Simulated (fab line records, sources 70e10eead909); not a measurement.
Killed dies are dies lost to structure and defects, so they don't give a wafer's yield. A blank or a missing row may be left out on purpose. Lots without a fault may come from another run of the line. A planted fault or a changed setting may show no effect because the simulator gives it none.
Which tool did it? | flow nand_harc | 11 lots, 33 wafers sampled, at 5 steps of a route of 1159

WHAT THE GAUGES READ, wafer by wafer
NHARC_THIN_TSV_INSPECT_40.
lot  | measured     | on                | raw_defect_count
L317 | day 20 03:19 | defect_inspect-02 | 461 410 382
L318 | day 20 03:19 | defect_inspect-01 | 345 535 379
L319 | day 20 10:40 | defect_inspect-01 | 577 642 605
L323 | day 20 20:59 | defect_inspect-01 | 427 403 363
L322 | day 20 20:59 | defect_inspect-02 | 517 451 498
L325 | day 21 06:44 | defect_inspect-02 | 367 388 363
L324 | day 21 14:54 | defect_inspect-02 | 420 473 414
L328 | day 21 14:53 | defect_inspect-02 | 610 516 560
L326 | day 22 15:05 | defect_inspect-02 | 784 838 905
L332 | day 23 12:55 | defect_inspect-02 | 865 830 938
L337 | day 25 02:34 | defect_inspect-01 | 459 517 534

WHICH TOOL RAN EACH LOT (tool, then ch and the chambers of the sampled wafers, then the start)
lot  | NHARC_A_BONDPAD_ETCH_34            | NHARC_THIN_TSV_ETCH_44             | NHARC_THIN_TSV_STRIP_45              | NHARC_THIN_TSV_STRIP_57
L317 | rie_diel-13 ch 0,1, day 18 14:01   | rie_diel-09 ch 0,1,3, day 19 13:49 | plasma_asher-01 ch 1, day 19 14:32   | wet_bench-08 ch 3,5,7, day 19 20:17
L318 | rie_diel-06 ch 1,2, day 18 23:01   | rie_diel-09 ch 0,1, day 19 16:08   | plasma_asher-01 ch 0,1, day 19 16:56 | wet_bench-10 ch 3,5,7, day 19 23:14
L319 | rie_diel-06 ch 2,3, day 19 04:09   | rie_diel-09 ch 0,1, day 19 23:10   | plasma_asher-02 ch 0,1, day 20 00:35 | wet_bench-08 ch 0,1,3, day 20 07:22
L323 | rie_diel-12 ch 0,1,2, day 19 14:56 | rie_diel-01 ch 0,1,2, day 20 09:17 | plasma_asher-02 ch 0,1, day 20 10:11 | wet_bench-08 ch 0,3,6, day 20 16:06
L322 | rie_diel-12 ch 0,1,3, day 19 21:07 | rie_diel-09 ch 0,2, day 20 10:19   | plasma_asher-02 ch 0,1, day 20 11:03 | wet_bench-10 ch 1,3,7, day 20 17:06
L325 | rie_diel-06 ch 0,1,2, day 20 05:03 | rie_diel-01 ch 0,1,2, day 20 20:19 | plasma_asher-01 ch 0,1, day 20 21:06 | wet_bench-10 ch 2,6,7, day 21 03:13
L324 | rie_diel-06 ch 0,1,3, day 20 07:52 | rie_diel-03 ch 1,2,3, day 21 05:19 | plasma_asher-02 ch 0,1, day 21 06:06 | wet_bench-10 ch 3,4,6, day 21 11:58
L328 | rie_diel-06 ch 0,1,3, day 20 14:50 | rie_diel-01 ch 0,1,2, day 21 03:41 | plasma_asher-02 ch 0,1, day 21 04:26 | wet_bench-10 ch 3,4,6, day 21 10:14
L326 | rie_diel-06 ch 1,3, day 21 09:35   | rie_diel-09 ch 1,2, day 22 02:06   | plasma_asher-01 ch 1, day 22 03:04   | wet_bench-10 ch 3,4,7, day 22 08:59
L332 | rie_diel-13 ch 0,1,3, day 22 11:08 | rie_diel-01 ch 0,1,3, day 23 01:52 | plasma_asher-02 ch 1, day 23 02:35   | wet_bench-10 ch 3,6,7, day 23 08:16
L337 | rie_diel-06 ch 0,1, day 23 23:30   | rie_diel-03 ch 0,2,3, day 24 14:50 | plasma_asher-01 ch 0,1, day 24 15:40 | wet_bench-08 ch 0,2,7, day 24 21:38
- NHARC_A_BONDPAD_ETCH_34: etches the open film in N2/H2, target depth 60 nm, overetch 18 nm, time 65.91 s.
- NHARC_THIN_TSV_ETCH_44: etches the open film in CF4/O2, target depth 1594.2 nm, time 797.1 s.
- NHARC_THIN_TSV_STRIP_45: strips in O2.
- NHARC_THIN_TSV_STRIP_57: strips in post etch residue remover, time 1200 s.

THE ANSWER, worked out from the rows above alone
Rule: what is usual is taken from the lots themselves. Put in order of their means at a reading, lots are off if they are a third of the lots or fewer, leave a main group of 4 or more, and stand apart from it by a gap of 3 or more times the standard deviation of the main group's means; of several such gaps the widest counts. A main group whose means are all the same, to the digits that the tables above print for the reading, isn't used. A lot without any number at a reading at which 4 lots or more have one is off too. The other lots that the step has rows for count as sound.
Off: L326, L332, at NHARC_THIN_TSV_INSPECT_40 (raw_defect_count). The main group: mean 467, standard deviation 75.
A tool fits if, at a process step before that reading, it ran every lot that is off, and no sound lot after the first of them. The gauges at NHARC_THIN_TSV_INSPECT_40 are tried like those tools. Can't be told from this: 2 tools fit, wet_bench-10 at NHARC_THIN_TSV_STRIP_57, defect_inspect-02 at NHARC_THIN_TSV_INSPECT_40.

WHAT THE SIMULATOR HAD PUT IN
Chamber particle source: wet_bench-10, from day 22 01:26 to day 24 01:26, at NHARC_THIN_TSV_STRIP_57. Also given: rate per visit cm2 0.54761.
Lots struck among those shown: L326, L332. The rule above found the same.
